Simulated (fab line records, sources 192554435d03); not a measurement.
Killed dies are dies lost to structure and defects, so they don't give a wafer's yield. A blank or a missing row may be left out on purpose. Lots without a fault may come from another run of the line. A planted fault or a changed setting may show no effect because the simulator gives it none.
Chamber matching | flow n5_finfet | N5_BEOL_M4_ALD_84 on ald_metal-02: 4 sister chambers
The step deposits TaN, pulse time 2 s, purge time 3 s, co reactant purge time 2 s. 8 wafers are shown with their chamber, then 11 later ones without.

WAFERS WITH THEIR CHAMBER
wafer  | chamber | heater_power_w (W) | precursor_vessel_pressure_torr (Torr)
L076.5 | 0       | 465                | 26.20
L079.5 | 1       | 444                | 26.25
L081.4 | 1       | 445                | 26.25
L081.5 | 2       | 386                | 26.27
L083.1 | 3       | 411                | 26.25
L083.3 | 0       | 478                | 26.20
L083.5 | 3       | 416                | 26.21
L082.3 | 2       | 375                | 26.34

WAFERS WITHOUT THEIR CHAMBER
wafer  | heater_power_w (W) | precursor_vessel_pressure_torr (Torr)
L082.4 | 372                | 26.28
L082.5 | 469                | 26.23
L088.3 | 412                | 26.17
L088.4 | 413                | 26.19
L088.5 | 465                | 26.25
L091.1 | 422                | 26.20
L091.2 | 471                | 26.22
L091.5 | 416                | 26.24
L095.2 | 465                | 26.26
L095.4 | 414                | 26.24
L095.6 | 466                | 26.25

WHICH CHAMBER EACH WENT THROUGH
wafer  | from the rows above     | in truth
L082.4 | 2                       | 2
L082.5 | 0                       | 0
L088.3 | 3                       | 3
L088.4 | 3                       | 3
L088.5 | can't be placed: 0 or 1 | 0
L091.1 | 3                       | 3
L091.2 | 0                       | 0
L091.5 | 3                       | 3
L095.2 | can't be placed: 0 or 1 | 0
L095.4 | 3                       | 3
L095.6 | can't be placed: 0 or 1 | 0
Placed correctly: 8 of 11. Can't be placed from these rows: 3 (the true chamber is among the candidates in 3). Placed wrongly: 0.
How it was worked out, from the rows above alone: a wafer's distance from a chamber is the root of the sum, over the readings, of the square of ((its reading less the chamber's mean) divided by the reading's scatter). The wafer belongs to the nearest chamber; if the next one is less than 2 further off, it can't be placed. A chamber's mean is the mean of its shown wafers. The scatter: the root of (the sum of the squares of (reading less its chamber's mean) over the shown wafers, divided by (wafers less chambers)).
